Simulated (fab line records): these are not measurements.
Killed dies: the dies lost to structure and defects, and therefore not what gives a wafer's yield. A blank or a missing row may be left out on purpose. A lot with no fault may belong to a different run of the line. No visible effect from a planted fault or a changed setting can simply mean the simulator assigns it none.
fab line records	flow n5Finfet
record: lots: 6	wafers: 18	lastDay: 17
route steps=1938 shown BEOL_M0@739 BEOL_M1@751 BEOL_M4@1111 PASSIVATION@1936
lots with no fault: from the same line, run without faults
startH: start of the lot's first displayed wafer, in hours after the record's first day	waitH: time in hours since the lot's previous step	" the same as in the row above	L1.1+2: a row that stands for several wafers	- no value, or no start was given	* or withheld: withheld	< > ~ a bound
route shown NAME@n: NAME is a module with steps in the file, n the number in the route of the first one	usual: mean/standard deviation of fault-free wafers	same: alike in all rows	chamber/n: place in a boat	sites: readings site by site	_std_site: their standard deviation	_edge_site: inner sites' mean taken away from outer sites' mean	radiusMm: how far each site lies from the wafer's centre	mask NAME#n: copy n	behind: the tool/chamber that last shaped the wafer	hold: why the lot went on hold/how many hours it stayed there/how the hold came to an end	device: which transistor (n, p or np) failed to switch	end of line: the route-end tests of the same wafers	a step given without rows: its recipe and nothing more	killed: not the wafer's yield, but the dies lost to structure and defects at the first sort	map: a wafer's dies, marking killed ones x, the rest . and places with no die _
set.NAME: the setting as run; set.NAME@STEP: as run at that earlier step	model.NAME: the simulator's own value behind a step, which no gauge read
lots seen at some steps along the route; tables by step, rows by wafer
services: a tool's chamber out of use, with start hour (startH, from the record's first day; less than 0 if before it), hours out, and reason
== steps ==
step: N5_BEOL_M0_ANNEAL_135
recipe: tempC: 400	timeS: 60	ambient: vacuum
step: N5_BEOL_M0_SPUTTER_141
recipe: material: Cu	targetThkA: 40	tempC: -20	chamberPressurePa: 0.07	powerW: withheld	timeS: 7.37
usual: susceptorTempC: -19.99/0.11	throttleValvePct: 30.0/0.97
lot.wafer	tool	chamber	startH	waitH	susceptorTempC	throttleValvePct
L953.3	pvdSputter-03	-	134.31	0.0	-20.03	30.1
L953.5	"	-	"	"	-20.05	29.9
L953.6	"	-	"	"	-20.06	31.2
L964.2	pvdSputter-01	-	206.24	0.0	-19.96	31.9
L964.3	"	-	"	"	-20.04	29.9
L964.6	"	-	"	"	-19.81	29.0
L967.2	pvdSputter-03	-	214.44	0.0	-20.06	29.5
L967.3	"	-	"	"	-19.95	30.0
L967.6	"	-	"	"	-20.12	30.1
L971.2	pvdSputter-01	-	235.07	0.0	-20.02	28.7
L971.3	"	-	"	"	-19.99	28.9
L971.5	"	-	"	"	-19.91	32.0
L973.4	pvdSputter-01	-	245.33	0.0	-20.15	31.9
L973.5	"	-	"	"	-20.16	31.9
L973.6	"	-	"	"	-20.26	28.9
L974.2	pvdSputter-01	-	254.23	0.0	-19.80	30.4
L974.5	"	-	"	"	-19.98	30.2
L974.6	"	-	"	"	-20.23	28.7
step: N5_BEOL_M0_ECD_118
recipe: material: Cu	targetThkA: 3000
step: N5_BEOL_M0_ANNEAL_119
recipe: tempC: 225	timeS: 90	ambient: N2
step: N5_BEOL_M0_CMP_120
recipe: stopOn: SiOC	tOverpolishS: 6.9	downForcePsi: 1	platenRpm: 50	clearingPlatenDownForcePsi: 1.5	clearingPlatenRpm: 50	postCmpClean: cuAlkaline	clearingPlatenPadVelocityMS: 0.99484	padVelocityMS: 0.99484
usual: barrierFieldEndpointS: 3.63/0.13	motorCurrentA: 5.8/0.51	overpolishRunS: 6.900/0.0087	slurryFlowMlMin: 150.0/0.42	timeToEndpointS: 61/3.6
lot.wafer	tool	chamber	startH	waitH	barrierFieldEndpointS	motorCurrentA	overpolishRunS	slurryFlowMlMin	timeToEndpointS
L953.3	cmp-02	1	134.81	0.2	3.67	5.4	6.914	150.9	57
L953.5	"	1	"	"	3.72	5.3	6.892	149.7	58
L953.6	"	2	"	"	3.60	6.6	6.907	150.3	59
L964.2	cmp-03	2	206.81	0.3	3.75	5.7	6.896	149.6	60
L964.3	"	3	"	"	3.81	5.9	6.894	150.4	61
L964.6	"	1	"	"	3.80	4.8	6.911	149.8	65
L967.3	cmp-02	2	215.02	0.2	3.50	6.6	6.905	149.8	57
L967.2	"	3	"	"	3.53	5.4	6.894	150.2	56
L967.6	"	0	"	"	3.46	6.3	6.887	149.9	61
L971.2	cmp-02	2	235.60	0.2	3.67	6.5	6.904	149.9	59
L971.3	"	0	"	"	3.72	6.1	6.903	150.4	59
L971.5	"	2	"	"	3.68	6.6	6.885	150.1	59
L973.4	cmp-01	1	245.91	0.2	3.53	5.1	6.908	149.8	62
L973.5	"	3	"	"	3.55	6.2	6.907	149.9	62
L973.6	"	0	"	"	3.60	5.9	6.902	149.5	63
L974.2	cmp-01	1	254.77	0.2	3.58	5.2	6.900	150.7	63
L974.5	"	1	"	"	3.54	5.2	6.884	151.0	64
L974.6	"	2	"	"	3.63	5.4	6.903	150.0	66
step: N5_BEOL_M0_PRE_CLEAN_131
recipe: gas: NH3/H2	timeS: 15	tempC: *	rfPowerW: 300
usual: heaterPowerW: 87/24	susceptorTempC: *
lot.wafer	tool	chamber	startH	waitH	heaterPowerW	susceptorTempC
L953.3	cvdCo-01	0	135.19	0.1	44	*
L953.5	"	2	"	"	117	*
L953.6	"	0	"	"	45	*
L964.2	cvdCo-01	0	207.07	0.0	44	*
L964.3	"	1	"	"	100	*
L964.6	"	2	"	"	116	*
L967.2	cvdCo-02	1	215.27	0.0	81	*
L967.3	"	2	"	"	92	*
L967.6	"	0	"	"	92	*
L971.2	cvdCo-02	2	235.89	0.0	92	*
L971.3	"	0	"	"	93	*
L971.5	"	2	"	"	89	*
L973.4	cvdCo-01	0	246.19	0.1	45	*
L973.5	"	2	"	"	120	*
L973.6	"	1	"	"	104	*
L974.2	cvdCo-02	0	255.11	0.0	94	*
L974.5	"	2	"	"	91	*
L974.6	"	1	"	"	83	*
step: N5_BEOL_M0_CO_CAP_123
recipe: material: Co	targetThkA: 20	tempC: 200	precursor: CCTBA/H2	pressureTorr: 30	timeS: 102.1
usual: heaterPowerW: 239/30	susceptorTempC: 199.99/0.16
lot.wafer	tool	chamber	startH	waitH	heaterPowerW	susceptorTempC
L953.3	cvdCo-01	0	135.26	0.1	186	200.07
L953.5	"	2	"	"	283	199.74
L953.6	"	0	"	"	183	200.10
L964.2	cvdCo-01	0	207.11	0.0	187	200.01
L964.3	"	1	"	"	262	199.99
L964.6	"	2	"	"	279	200.38
L967.2	cvdCo-02	1	215.31	0.0	228	200.20
L967.3	"	2	"	"	252	199.91
L967.6	"	0	"	"	245	200.19
L971.2	cvdCo-02	2	235.93	0.0	248	200.06
L971.3	"	0	"	"	251	199.96
L971.5	"	2	"	"	243	199.94
L973.4	cvdCo-01	0	246.24	0.0	184	199.75
L973.5	"	2	"	"	275	200.04
L973.6	"	1	"	"	257	200.09
L974.2	cvdCo-02	0	255.15	0.0	244	199.87
L974.5	"	2	"	"	244	200.30
L974.6	"	1	"	"	235	199.84
step: N5_BEOL_M0_PRE_CLEAN_124
recipe: gas: NH3	timeS: 15	tempC: withheld	rfPowerW: 300
step: N5_BEOL_M0_DEP_125
recipe: material: SiCN	targetThkA: 80	tempC: withheld	precursor: 3MS/NH3	pressureTorr: 3	rfW: 202	timeS: 14
usual: showerheadPlenumPTorr: 3.663/0.012	throttleValvePct: 9.1/0.63
lot.wafer	tool	chamber	startH	waitH	showerheadPlenumPTorr	throttleValvePct
L953.3	pecvd-01	2	135.38	0.0	3.653	8.5
L953.5	"	0	"	"	3.666	8.5
L953.6	"	1	"	"	3.678	10.3
L964.2	pecvd-02	1	207.24	0.0	3.656	9.0
L964.3	"	1	"	"	3.650	9.4
L964.6	"	1	"	"	3.660	9.2
L967.2	pecvd-03	0	215.43	0.0	3.656	8.8
L967.3	"	2	"	"	3.669	8.8
L967.6	"	0	"	"	3.654	8.7
L971.2	pecvd-01	1	236.05	0.0	3.670	10.1
L971.3	"	0	"	"	3.671	8.8
L971.5	"	0	"	"	3.671	8.5
L973.4	pecvd-03	1	246.34	0.0	3.647	8.7
L973.5	"	2	"	"	3.680	8.7
L973.6	"	0	"	"	3.654	8.9
L974.2	pecvd-02	1	255.26	0.0	3.650	9.6
L974.5	"	2	"	"	3.674	10.0
L974.6	"	0	"	"	3.669	9.3
step: N5_BEOL_M0_RS_MEAS_126
recipe: thkMeasGauge: four-point-probe	reads: Co_of_BEOL_M0_CO_CAP_123+Cu_of_BEOL_M0_ECD_118+Co_of_BEOL_M0_CVD_115+TaN_of_BEOL_M0_ALD_136
usual: M0_RS: 0.531/0.018
lot.wafer	tool	chamber	startH	waitH	M0_RS[ohm/sq]
L953.3	filmMetro-01	-	135.45	0.1	0.546
L953.5	"	-	"	"	0.528
L953.6	"	-	"	"	0.537
L964.2	filmMetro-01	-	207.32	0.1	0.546
L964.3	"	-	"	"	0.510
L964.6	"	-	"	"	0.502
L967.2	filmMetro-02	-	215.50	0.1	0.527
L967.3	"	-	"	"	0.540
L967.6	"	-	"	"	0.513
L971.2	filmMetro-02	-	236.12	0.1	0.555
L971.3	"	-	"	"	0.528
L971.5	"	-	"	"	0.550
L973.4	filmMetro-01	-	246.39	0.0	0.509
L973.5	"	-	"	"	0.502
L973.6	"	-	"	"	0.495
L974.2	filmMetro-01	-	255.33	0.1	0.577
L974.5	"	-	"	"	0.541
L974.6	"	-	"	"	0.527
step: N5_BEOL_M0_INSPECT_127
recipe: inspectInstrument: darkfield	mode: postDep
usual: rawDefectCount: 67/19
lot.wafer	tool	chamber	startH	waitH	rawDefectCount
L953.3	defectInspect-02	-	135.47	0.0	67
L953.5	"	-	"	"	86
L953.6	"	-	"	"	83
L964.2	defectInspect-02	-	207.35	0.0	46
L964.3	"	-	"	"	36
L964.6	"	-	"	"	63
L967.2	defectInspect-02	-	215.52	0.0	74
L967.3	"	-	"	"	92
L967.6	"	-	"	"	110
L971.2	defectInspect-01	-	236.14	0.0	62
L971.3	"	-	"	"	77
L971.5	"	-	"	"	57
L973.4	defectInspect-02	-	246.42	0.0	35
L973.5	"	-	"	"	76
L973.6	"	-	"	"	46
L974.2	defectInspect-01	-	255.36	0.0	42
L974.5	"	-	"	"	65
L974.6	"	-	"	"	67
step: N5_BEOL_M1_ILD_DEP_00
recipe: material: SiOC	targetThkA: 790	tempC: 350	precursor: DEMS/O2	pressureTorr: 5	rfW: 500	timeS: 15.3
usual: heaterPowerW: 507/84	showerheadPlenumPTorr: 5.695/0.017	susceptorTempC: 350.02/0.21	throttleValvePct: 11.9/1
lot.wafer	tool	chamber	startH	waitH	heaterPowerW	showerheadPlenumPTorr	susceptorTempC	throttleValvePct
L953.3	pecvd-03	0	135.51	0.0	470	5.694	350.03	11.5
L953.5	"	0	"	"	461	5.701	350.07	11.5
L953.6	"	1	"	"	521	5.683	349.89	11.3
L964.2	pecvd-03	0	207.38	0.0	452	5.682	349.96	11.7
L964.3	"	2	"	"	541	5.707	350.18	11.3
L964.6	"	1	"	"	537	5.671	350.00	11.4
L967.2	pecvd-03	0	215.56	0.0	378	5.690	350.03	11.7
L967.3	"	1	"	"	520	5.676	350.05	11.3
L967.6	"	2	"	"	603	5.697	350.02	11.2
L971.2	pecvd-04	1	236.18	0.0	565	5.720	350.03	13.7
L971.3	"	0	"	"	403	5.718	350.03	11.2
L971.5	"	2	"	"	350	5.647	349.91	11.0
L973.4	pecvd-01	2	246.47	0.1	520	5.699	349.68	11.1
L973.5	"	1	"	"	508	5.712	349.77	14.0
L973.6	"	0	"	"	576	5.703	350.10	11.3
L974.2	pecvd-04	0	255.39	0.0	469	5.730	350.02	11.1
L974.5	"	0	"	"	468	5.719	349.86	11.3
L974.6	"	1	"	"	545	5.703	350.15	13.7
step: N5_BEOL_M1_THK_MEAS_01
recipe: reads: SiOC_of_BEOL_M1_ILD_DEP_00
usual: M1_ILD_THK: 79.0/1.2
lot.wafer	tool	chamber	startH	waitH	M1_ILD_THK[nm]
L953.3	filmMetro-02	-	135.58	0.1	77.2
L953.5	"	-	"	"	78.1
L953.6	"	-	"	"	77.6
L964.2	filmMetro-01	-	207.45	0.1	77.3
L964.3	"	-	"	"	78.2
L964.6	"	-	"	"	68.6
L967.2	filmMetro-02	-	215.63	0.1	79.7
L967.3	"	-	"	"	67.8
L967.6	"	-	"	"	80.5
L971.2	filmMetro-02	-	236.25	0.1	79.9
L971.3	"	-	"	"	78.5
L971.5	"	-	"	"	80.6
L973.4	filmMetro-01	-	246.52	0.0	81.2
L973.5	"	-	"	"	80.5
L973.6	"	-	"	"	81.5
L974.2	filmMetro-02	-	255.46	0.1	78.4
L974.5	"	-	"	"	78.5
L974.6	"	-	"	"	80.2
step: N5_BEOL_M1_PECVD_72
recipe: material: SiO2	targetThkA: 160	tempC: 400	precursor: TEOS/O2	pressureTorr: 5.5	rfW: 450	teosFlowSccm: 53.8	gas: O2	flowSccm: 3000	timeS: 18
step: N5_BEOL_M4_RC_MEAS_101
usual: DIBL_N: 35.1/1.5	DIBL_P: 35.2/2	IOFF_N: 0.146/0.028	IOFF_P: 0.20/0.036	ION_N: 670/12	ION_P: 462/8.2	SS_N: 71.2/0.63	SS_P: 73.1/0.7	VT_N: 250/3.6	VT_P: -251/3.3
lot.wafer	tool	chamber	startH	waitH	DIBL_N[mV/V]	DIBL_P[mV/V]	IOFF_N[nA/um]	IOFF_P[nA/um]	ION_N[uA/um]	ION_P[uA/um]	SS_N[mV/dec]	SS_P[mV/dec]	VT_N[mV]	VT_P[mV]
L953.3	prober-02	0	190.64	0.3	34.0	34.6	0.138	0.19	664	460	71.6	73.0	248	-250
L953.5	"	0	"	"	33.5	33.7	0.128	0.18	685	466	70.5	72.5	250	-250
L953.6	"	0	"	"	34.6	35.0	0.135	0.20	663	460	70.8	73.2	250	-250
L964.2	prober-01	0	263.37	0.7	35.2	34.2	0.137	0.17	675	456	70.5	73.2	250	-252
L964.3	"	0	"	"	34.6	33.7	0.135	0.17	669	455	70.3	72.8	252	-253
L964.6	"	0	"	"	35.7	35.0	0.144	0.18	669	456	71.5	73.1	252	-253
L967.2	prober-02	0	263.80	0.8	34.0	35.1	0.135	0.22	669	473	70.8	73.5	251	-247
L967.3	"	0	"	"	33.2	33.6	0.129	0.19	671	463	70.3	72.6	251	-250
L967.6	"	0	"	"	33.9	35.1	0.145	0.21	673	469	71.0	73.5	249	-247
L971.2	prober-01	0	288.80	0.2	35.6	35.7	0.143	0.20	680	467	70.7	72.7	251	-251
L971.3	"	0	"	"	35.1	34.5	0.118	0.18	661	458	71.1	72.5	254	-251
L971.5	"	0	"	"	33.7	33.0	0.101	0.15	654	449	70.5	71.8	256	-253
L973.4	prober-02	0	294.56	0.5	31.8	29.8	0.093	0.13	647	450	70.3	71.6	258	-258
L973.5	"	0	"	"	34.9	33.8	0.136	0.17	657	449	71.3	73.5	254	-253
L973.6	"	0	"	"	34.1	32.5	0.125	0.16	667	457	70.2	72.6	251	-251
L974.2	prober-01	0	324.19	0.2	34.5	33.8	0.134	0.17	675	461	71.0	72.9	251	-253
L974.5	"	0	"	"	33.5	32.9	0.116	0.15	665	460	70.5	72.2	252	-254
L974.6	"	0	"	"	37.4	38.0	0.179	0.23	685	467	71.9	74.4	249	-250
step: N5_PASSIVATION_PROBE_49
usual: defectLimitedYield: 91.4/1.4	killed_at_M0_to_M3: 32/10	killed_at_M4_up: 13/5.6	killedAtContacts: 13/6.6	killedAtFrontEnd: 39/13	killedAtOther: 3.4/2.8	killedDies: 101/17	killedOpen: 66/13	killedShort: 33/7	sort_bin_5_function: 5.0/0.93	sort_bin_6_memory: 3.2/0.65	sortNPass: 1078/17	sortYieldPct: 91.4/1.4
same: grossDies: 1180	killedAtBackSide: 0	sort_bin_4_leakage[%]: 0	sort_bin_8_speed[%]: 0
lot.wafer	tool	chamber	startH	waitH	defectLimitedYield[%]	killed_at_M0_to_M3	killed_at_M4_up	killedAtContacts	killedAtFrontEnd	killedAtOther	killedDies	killedOpen	killedShort	sort_bin_5_function[%]	sort_bin_6_memory[%]	sortNPass	sortYieldPct[%]
L964.6	prober-02	-	374.36	0.3	90.1	46	17	9	44	1	117	80	35	5.6	4.0	1063	90.1
L967.3	prober-01	-	374.63	0.1	91.1	30	17	17	30	11	105	56	37	4.0	3.6	1075	91.1
killed by level:class
L964.6 BEOL_M0_SAQP:geometricParticle:open=17 FIN_SAQP:geometricParticle:short=13 BEOL_M0_SAQP:geometricParticle:short=12 MOL_CONTACT_COAG:geometricParticle:open=9 BEOL_M2:geometricParticle:open=9 BEOL_M4:geometricParticle:open=8 STI_FIN_REVEAL:geometricParticle:open=7 FIN_SAQP:geometricParticle:open=6
L967.3 MOL_CONTACT_COAG:geometricParticle:open=12 BEOL_M1:areaDep=10 GATE_CUT:geometricParticle:short=6 BEOL_M4:geometricParticle:open=6 MOL_CONTACT_COAG:geometricParticle:short=5 BEOL_M0_SAQP:geometricParticle:short=5 BEOL_M3:geometricParticle:open=5 GATE_CUT:geometricParticle:open=4
== services ==
tool	chamber	startH	hours	kind
cmp-02	-	110.68	3.0	pm
pecvd-04	-	112.98	0.2	repair
cmp-02	-	114.91	4.0	pm
cmp-03	-	118.78	4.4	repair
pecvd-03	-	124.32	1.0	repair
cmp-02	-	129.56	1.4	repair
cmp-03	-	133.94	0.5	repair
cmp-02	-	138.64	11.5	pm
pecvd-04	2	140.23	3.6	repair
cvdCo-02	2	147.66	16.3	repair
cmp-01	-	163.34	2.0	repair
cmp-01	-	165.87	0.6	repair
cvdCo-02	-	172.77	4.2	repair
cmp-03	-	191.27	3.8	pm
cmp-01	-	199.36	3.5	repair
cvdCo-02	-	201.28	0.2	repair
cmp-02	-	202.87	2.0	repair
cmp-02	-	206.73	0.7	repair
cvdCo-02	-	208.32	2.8	pm
cvdCo-02	-	225.93	0.9	repair
pecvd-04	-	232.58	2.6	repair
cmp-03	-	240.64	1.4	repair
cmp-03	-	245.48	4.0	pm
cvdCo-02	-	246.82	0.4	repair
== key ==
firstSign: step: N5_BEOL_M1_THK_MEAS_01	reading: M1_ILD_THK	direction: down	sigmas: 9.1	usual: 79.0	struck: 68.2
effect none on later readings
metAt N5_BEOL_M1_ILD_DEP_00
struckWafers L964.6,L967.3
onsetBetween 135.51 207.38
fault: kind: siteProfileDrift	tool: pecvd-03	chamber: 1	onsetH: 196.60	steps: N5_BEOL_M1_ILD_DEP_00	basis: fraction	maxAbsDrift: 0.2676	slopeSharePerHr: 59.466	sitePattern: 0,0,0,0,0,-1,-1,-1,-1
